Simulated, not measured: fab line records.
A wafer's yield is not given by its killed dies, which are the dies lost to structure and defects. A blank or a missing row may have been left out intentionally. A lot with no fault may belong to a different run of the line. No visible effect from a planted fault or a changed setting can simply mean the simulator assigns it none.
Comparing a struck lot with a sound one ; flow n5 finfet ; 37 steps out of a route of 1938
Sound: these wafers, L859.1, L859.4, L859.5. Wafers struck: L867.1, L867.4, L867.6. At the end, the cause is stated.
For every step that has rows: the tool of each side, followed by ch and its chambers, followed by its first start. Under that, the readings that differ: sound wafers ; struck wafers ; difference of the means ; sigmas: that difference in standard deviations of wafers without a fault.
alike: same words and numbers on both sides, and readings whose means sit less than 2 such deviations apart. not compared: any withheld reading, any reading some wafer has no value for, any bound like >300 that may hide the same value, and any number with overlapping values for which the record gives no deviation.
Wherever a step has rows on one side only, a row that says differs or no value, or a row with sigmas, the two part there. Numbers that don't overlap but have no deviation are shown without sigmas and don't part them. A reading missing from all wafers of one side parts the sides only when that side holds two or more wafers.

first, 9 steps without rows for these wafers: N5_BEOL_M4_ANNEAL_95 (time 240 s); N5_BEOL_M4_SPUTTER_96 (material Cu, target thk 4.5 nm, time 8.29 s); N5_BEOL_M4_ECD_50 (material Cu, target thk 300 nm); N5_BEOL_M4_ANNEAL_51 (time 90 s); N5_BEOL_M4_CMP_52 (polishes, stops on SiOC, t overpolish 6.8 s, target thk 40 nm); N5_BEOL_M4_PRE_CLEAN_60 (time 15 s); N5_BEOL_M4_CO_CAP_55 (material Co, precursor CCTBA/H2, target thk 2 nm, time 102.1 s); N5_BEOL_M4_PRE_CLEAN_56 (time 15 s); N5_BEOL_M4_DEP_57 (deposits SiCN from 3MS/NH3, target thk 8 nm, time 14 s).
N5_BEOL_M4_RC_MEAS_101:
  sound on prober-01 ch 0, day 9 15:20; struck on prober-01 ch 0, day 12 15:14
  alike: DIBL_N, DIBL_P, IOFF_N, IOFF_P, ION_N, ION_P, SS_N, SS_P, VT_N, VT_P
then, 24 steps without rows for these wafers: N5_BEOL_M5_ILD_DEP_00 (deposits SiCOH lowk from DEMS/porogen, target thk 140.64 nm, time 25.9 s); N5_BEOL_M5_CURE_79 (cures SiCOH lowk, time 240 s); N5_BEOL_M5_PECVD_70 (deposits SiO2 from TEOS/O2, target thk 16 nm, time 18 s); N5_BEOL_M5_HM_DEP_02 (deposits TiN, target thk 20 nm); N5_BEOL_M5_COAT_59 (time 60 s, resist thk 60 nm); N5_BEOL_M5_COAT_60 (time 60 s, resist thk 12 nm); N5_BEOL_M5_COAT_71 (time 60 s, resist thk 5 nm); N5_BEOL_M5_COAT_05 (resist thk 30 nm); N5_BEOL_M5_EBR_07; N5_BEOL_M5_SOFTBAKE_06 (time 60 s); N5_BEOL_M5_EXPOSE_08 (exposes mask M5, target cd 28 nm); N5_BEOL_M5_PEB_09 (peb time 60 s); N5_BEOL_M5_DEVELOP_10 (develop time 30 s); N5_BEOL_M5_DESCUM_16 (chemistry O2, time 7 s); N5_BEOL_M5_ETCH_72 (etches underlayer in N2/H2, target depth 6.5 nm, time 5.2 s); N5_BEOL_M5_ETCH_61 (etches SiARC in CF4, target depth 15.6 nm, time 26 s); N5_BEOL_M5_ETCH_62 (etches SOC in N2/H2, target depth 75 nm, overetch 15 nm, time 112.5 s); N5_BEOL_M5_STRIP_63 (strips in N2/H2); N5_BEOL_M5_STRIP_73 (strips in N2/H2); N5_BEOL_M5_STRIP_64 (strips in CF4); N5_BEOL_M5_HM_OPEN_17 (chemistry Cl2/BCl3, target TiN, target depth 20 nm, overetch 6 nm); N5_BEOL_M5_STRIP_19 (strips in O2); N5_BEOL_M5_COAT_65 (time 60 s, resist thk 60 nm); N5_BEOL_M5_COAT_66 (time 60 s, resist thk 12 nm).
-- a jump in the record: the struck wafers' starts before and after are 2 days apart (it breaks off in module BEOL_M5 and resumes in module BEOL_M10, where the first step shown is number 1527 of the route) --
N5_BEOL_M10_SPUTTER_48: material Cu, target thk 12 nm, time 2 s.
  struck on pvd sputter-01, day 14 22:48; sound on pvd sputter-01, day 12 03:13
  no value came back on the struck wafers for bias v (V), cathode dc power W (W), throttle valve pct (%); on the sound wafers bias v (V) reads 59.6 60.7 60.8
N5_BEOL_M10_CMP_52: polishes, stops on SiCOH lowk, t overpolish 7 s, target thk 140 nm.
  sound on cmp-02 ch 1,3, day 12 03:59; struck on cmp-03 ch 1,2,3, day 14 23:20
reading;sound;struck;difference;sigmas
time to endpoint s (s);68 63 61;0 1 0;-64;-17
  alike: motor current A
-- a jump in the record: the struck wafers' starts before and after are 2 days apart (it breaks off in module BEOL_M10 and resumes in module PASSIVATION, where the first step shown is number 1936 of the route) --
N5_PASSIVATION_PROBE_49:
  struck on prober-01, day 17 00:58; sound on prober-02, day 14 03:35
reading;sound;struck;difference;sigmas
defect limited yield (%);92.5 89.8 92.0;0 0 0;-91;-57
killed_at_M4_up;5 18 8;1062 1067 1045;+1048;+99 or more
killed dies;88 120 94;1180 1180 1180;+1079;+57
killed on rim;15 16 11;152 152 152;+138;+33
sort_bin_5_function (%);3.9 6.6 5.5;95.9 95.3 95.3;+90.2;+82
sort n pass;1092 1060 1086;0 0 0;-1079;-57
sort yield pct (%);92.5 89.8 92.0;0 0 0;-91;-57
  alike: killed_at_M0_to_M3, killed at contacts, killed at front end, killed at other, killed open, killed short, sort_bin_6_memory, sort_bin_8_speed

## WHERE THEY PART
Last at N5_PASSIVATION_PROBE_49 as far as this record goes, first at N5_BEOL_M10_SPUTTER_48.

WHY: whatever the simulator had introduced
Skipped step whole: pvd sputter-01, from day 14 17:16 on, at N5_BEOL_M10_SPUTTER_48. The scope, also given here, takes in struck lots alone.
